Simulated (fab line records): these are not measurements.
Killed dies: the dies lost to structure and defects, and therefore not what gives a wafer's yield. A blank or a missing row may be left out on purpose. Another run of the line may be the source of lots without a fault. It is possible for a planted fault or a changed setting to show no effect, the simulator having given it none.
The tool behind it: which one? + flow n5Finfet + 10 lots with 29 wafers sampled at 2 steps, on a route of 1938 steps

== WHAT THE GAUGES SHOWED, per wafer ==
N5_BEOL_M0_SAQP_OVL_MEAS_41.
| lot  | measured     | on         | M0_CUT1_OVL (nm) |
|------|--------------|------------|------------------|
| L618 | day 5 23:23  | overlay-02 | 0.5 0.0 2.0      |
| L619 | day 6 04:08  | overlay-02 | 0.7 0.7 0.9      |
| L620 | day 6 07:02  | overlay-02 | 1.2 0.9 0.8      |
| L623 | day 6 21:20  | overlay-02 | 0.5 1.1 0.2      |
| L625 | day 7 11:17  | overlay-02 | -0.7 1.1 -0.1    |
| L629 | day 8 18:39  | overlay-01 | 0.5 -0.5         |
| L635 | day 10 01:53 | overlay-01 | 0.3 0.0 0.4      |
| L638 | day 10 18:52 | overlay-01 | -0.7 -0.3 -0.5   |
| L640 | day 11 02:58 | overlay-01 | -1.0 0.1 0.0     |
| L641 | day 11 12:07 | overlay-02 | -0.3 0.2 0.5     |

== TOOL THAT RAN EACH LOT (tool first, then ch and the chambers of the sampled wafers, then the start) ==
| lot  | N5_BEOL_M0_SAQP_SPACER2_ALD_26   |
|------|----------------------------------|
| L618 | aldSin-04 ch 0,1,3, day 5 22:08  |
| L619 | aldSin-03 ch 0,2,3, day 6 02:54  |
| L620 | aldSin-01 ch 2,3, day 6 05:56    |
| L623 | aldSin-01 ch 1,2,3, day 6 20:12  |
| L625 | aldSin-04 ch 0,1,3, day 7 10:02  |
| L629 | aldSin-01 ch 0,1, day 8 17:34    |
| L635 | aldSin-01 ch 1,2,3, day 10 00:43 |
| L638 | aldSin-01 ch 1,2, day 10 17:44   |
| L640 | aldSin-04 ch 0,2,3, day 11 01:46 |
| L641 | aldSin-01 ch 0,2,3, day 11 11:17 |
- N5_BEOL_M0_SAQP_SPACER2_ALD_26: deposits SiO2, target thk 15 nm, pulse time 1 s, purge time 2 s.

== THE ANSWER, worked out from the rows above alone ==
Rule: what is usual is taken from the lots themselves. Put in order of their means at a reading, lots are off if they are a third of the lots or fewer, leave a main group of 4 or more, and stand apart from it by a gap of 3 or more times the standard deviation of the main group's means; of several such gaps the widest counts. The tables above print the reading to a certain number of digits; a main group whose means all agree to those digits is not used. A lot without any number at a reading at which 4 lots or more have one is off too. Any other lot the step has rows for is counted as sound.
No lot is off at any reading shown: from this, nothing can be told.

== WHAT THE SIMULATOR HAD PUT IN ==
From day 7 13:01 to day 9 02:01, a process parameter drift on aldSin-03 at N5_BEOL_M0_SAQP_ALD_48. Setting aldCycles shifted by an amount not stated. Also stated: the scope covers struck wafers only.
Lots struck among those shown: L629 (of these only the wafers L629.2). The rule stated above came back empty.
